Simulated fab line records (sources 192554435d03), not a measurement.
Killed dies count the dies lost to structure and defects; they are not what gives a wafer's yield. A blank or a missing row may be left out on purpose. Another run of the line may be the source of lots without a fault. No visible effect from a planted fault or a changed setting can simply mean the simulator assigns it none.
A lot that was struck, set against a sound lot    flow n5Finfet    37 steps out of a route of 1938
Sound: these wafers, L730.1, L730.4, L730.6. Struck: wafers L722.2, L722.3, L722.5. Last of all comes the cause.
Each step with rows lists, per side, the tool, then ch with its chambers, then its first start. Under that, the readings that differ: sound wafers    struck wafers    difference of the means    sigmas: that difference in standard deviations of wafers without a fault.
alike: same words and numbers on both sides, and readings whose means sit less than 2 such deviations apart. not compared: any withheld reading, any reading some wafer has no value for, any bound like >300 that may hide the same value, and any number with overlapping values for which the record gives no deviation.
Wherever a step has rows on one side only, a row that says differs or no value, or a row with sigmas, the two part there. When numbers do not overlap yet have no deviation, they are printed without sigmas and do not part them. A reading missing from all wafers of one side parts the sides only when that side holds two or more wafers.

first, 9 steps without rows for these wafers: N5_BEOL_M9_SURFACE_TREAT_79; N5_BEOL_M9_CVD_78 (deposits Co from CCTBA/H2, target thk 2 nm, time 138.9 s); N5_BEOL_M9_SPUTTER_48 (material Cu, target thk 12 nm, time 2 s); N5_BEOL_M9_ECD_50 (material Cu, target thk 318 nm); N5_BEOL_M9_ANNEAL_51 (time 90 s); N5_BEOL_M9_CMP_52 (polishes, stops on SiCOH lowk, t overpolish 7 s, target thk 140 nm); N5_BEOL_M9_PRE_CLEAN_55 (time 15 s); N5_BEOL_M9_DEP_56 (deposits SiCN from 3MS/NH3, target thk 15 nm, time 26.5 s); N5_BEOL_M10_ILD_DEP_00 (deposits SiCOH lowk from DEMS/porogen, target thk 308.51 nm, time 58 s).
N5_BEOL_M10_CURE_71: cures SiCOH lowk, time 240 s.
  sound on uvCure-02 ch 1, day 15 17:53; struck on uvCure-03 ch 1, day 13 22:08
  no value came back on the struck wafers for lampPowerPct (%), runLengthS (s), wafer_temp_C_max; on the sound wafers lampPowerPct (%) reads 52.33 52.17 52.30
reading                                             sound              struck           difference  sigmas
model.SiCOH_lowk_of_BEOL_M10_ILD_DEP_00.thkNm (nm)  268.6 269.4 267.8  306.2 307.4 306  +37.9       
N5_BEOL_M10_THK_MEAS_01:
  sound on filmMetro-02 at day 15 18:24; struck on filmMetro-01 at day 13 22:34
reading           sound        struck       difference  sigmas
M10_ILD_THK (nm)  269 269 268  306 308 306  +38         +13
then, 24 steps without rows for these wafers: N5_BEOL_M10_PECVD_70 (deposits SiO2 from TEOS/O2, target thk 20 nm, time 22.7 s); N5_BEOL_M10_HM_DEP_02 (deposits TiN, target thk 20 nm); N5_BEOL_M10_COAT_59 (time 60 s, resist thk 100 nm); N5_BEOL_M10_COAT_60 (time 60 s, resist thk 30 nm); N5_BEOL_M10_COAT_05 (resist thk 90 nm); N5_BEOL_M10_EBR_07; N5_BEOL_M10_SOFTBAKE_06 (time 60 s); N5_BEOL_M10_EXPOSE_08 (exposes mask M10); N5_BEOL_M10_PEB_09 (peb time 60 s); N5_BEOL_M10_DEVELOP_10 (develop time 30 s); N5_BEOL_M10_DESCUM_16 (chemistry O2, time 7.9 s); N5_BEOL_M10_ETCH_61 (etches SiARC in CF4, target depth 39 nm, time 65 s); N5_BEOL_M10_ETCH_62 (etches SOC in N2/H2, target depth 110 nm, overetch 22 nm, time 165 s); N5_BEOL_M10_STRIP_68 (strips in N2/H2); N5_BEOL_M10_STRIP_67 (strips in CF4); N5_BEOL_M10_HM_OPEN_17 (chemistry Cl2/BCl3, target TiN, target depth 20 nm, overetch 6 nm); N5_BEOL_M10_STRIP_19 (strips in O2); N5_BEOL_M10_COAT_63 (time 60 s, resist thk 100 nm); N5_BEOL_M10_COAT_64 (time 60 s, resist thk 30 nm); N5_BEOL_M10_COAT_22 (resist thk 90 nm); N5_BEOL_M10_EBR_24; N5_BEOL_M10_SOFTBAKE_23 (time 60 s); N5_BEOL_M10_EXPOSE_25 (exposes mask V9); N5_BEOL_M10_PEB_26 (peb time 60 s).
N5_BEOL_M10_CMP_52: polishes, stops on SiCOH lowk, t overpolish 7 s, target thk 140 nm.
  sound on cmp-03 ch 1,2,3, day 16 01:54; struck on cmp-03 ch 0,1,3, day 14 05:17
reading                                             sound              struck           difference  sigmas
model.SiCOH_lowk_of_BEOL_M10_ILD_DEP_00.thkNm (nm)  265.6 266.4 264.8  303.2 304.4 303  +37.9       
  alike: motorCurrentA
-- here the record skips 2 days between the struck wafers' starts before and after, leaving off in module BEOL_M10 and picking up in module PASSIVATION (first step shown: number 1936 of the route) --
N5_PASSIVATION_PROBE_49:
  the record has rows for the struck wafers here (prober-01, day 16 06:09) and none for the sound ones

== WHERE THEY PART ==
Last at N5_PASSIVATION_PROBE_49 as far as this record goes, first at N5_BEOL_M10_CURE_71.

WHY: what had been put in by the simulator
Skipped step whole: uvCure-03, from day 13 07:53 on, at N5_BEOL_M10_CURE_71. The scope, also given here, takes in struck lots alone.
